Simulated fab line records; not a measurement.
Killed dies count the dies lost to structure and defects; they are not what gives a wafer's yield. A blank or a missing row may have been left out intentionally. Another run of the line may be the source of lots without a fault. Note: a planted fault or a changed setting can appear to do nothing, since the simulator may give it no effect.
Which tool was responsible? ; flow nandHarc ; Sampling: 7 lots, 21 wafers, 4 of 1302 route steps

## WHAT THE GAUGES SHOWED, per wafer
NHARC_THIN_TSV_INSPECT_40.
lot;measured;on;rawDefectCount
L955;day 24 22:34;defectInspect-01;679 516 535
L954;day 25 03:17;defectInspect-01;538 549 532
L957;day 26 01:20;defectInspect-01;597 563 623
L959;day 27 07:57;defectInspect-02;767 682 589
L966;day 30 07:29;defectInspect-02;497 520 518
L972;day 32 16:23;defectInspect-01;477 498 480
L975;day 34 17:01;defectInspect-01;664 536 506

## TOOL THAT RAN EACH LOT (tool first, then ch and the chambers of the sampled wafers, then the start)
lot;NHARC_THIN_TSV_STRIP_45;NHARC_THIN_TSV_PVD_19;NHARC_THIN_TSV_ETCH_59
L955;plasmaAsher-02 ch 0,1, day 24 12:28;pvdSputter-03, day 24 17:38 or earlier;rieMetal-01 ch 0,1, day 24 17:38
L954;plasmaAsher-02 ch 0,1, day 24 19:15;pvdSputter-03, day 25 00:25 or earlier;rieMetal-02 ch 0,1, day 25 00:25
L957;plasmaAsher-01 ch 0,1, day 25 14:25;pvdSputter-02, day 25 19:35 or earlier;rieMetal-03 ch 0,1, day 25 19:35
L959;plasmaAsher-02 ch 0,1, day 26 18:41;pvdSputter-02, day 26 23:58 or earlier;rieMetal-03 ch 0,1, day 26 23:58
L966;plasmaAsher-02 ch 0,1, day 29 20:19;pvdSputter-02, day 30 01:34 or earlier;rieMetal-02 ch 0, day 30 01:34
L972;plasmaAsher-02 ch 0,1, day 32 05:51;pvdSputter-03, day 32 11:04 or earlier;rieMetal-03 ch 0,1, day 32 11:04
L975;plasmaAsher-02 ch 0,1, day 34 06:13;pvdSputter-01, day 34 11:20 or earlier;rieMetal-01 ch 0,1, day 34 11:20
- NHARC_THIN_TSV_STRIP_45: strips in O2.
- NHARC_THIN_TSV_PVD_19: deposits TaN, target thk 20 nm.
- NHARC_THIN_TSV_ETCH_59: etches the open film in Cl2/BCl3, target depth 880 nm, time 138.1 s.

## THE ANSWER, worked out from the rows above alone
Rule: usual is defined by the lots themselves. The widest of any qualifying gaps counts: lots, ordered by their means at a reading, are off when they make up no more than a third of the lots, leave a main group of 4 or more, and stand apart from it by 3 or more times the standard deviation of that group's means. A main group whose means are all the same, to the digits that the tables above print for the reading, isn't used. A lot without any number at a reading at which 4 lots or more have one is off too. The other lots that the step has rows for count as sound.
Across all readings shown, no lot is off: no conclusion can be drawn from this.

## WHAT HAD BEEN PUT IN BY THE SIMULATOR
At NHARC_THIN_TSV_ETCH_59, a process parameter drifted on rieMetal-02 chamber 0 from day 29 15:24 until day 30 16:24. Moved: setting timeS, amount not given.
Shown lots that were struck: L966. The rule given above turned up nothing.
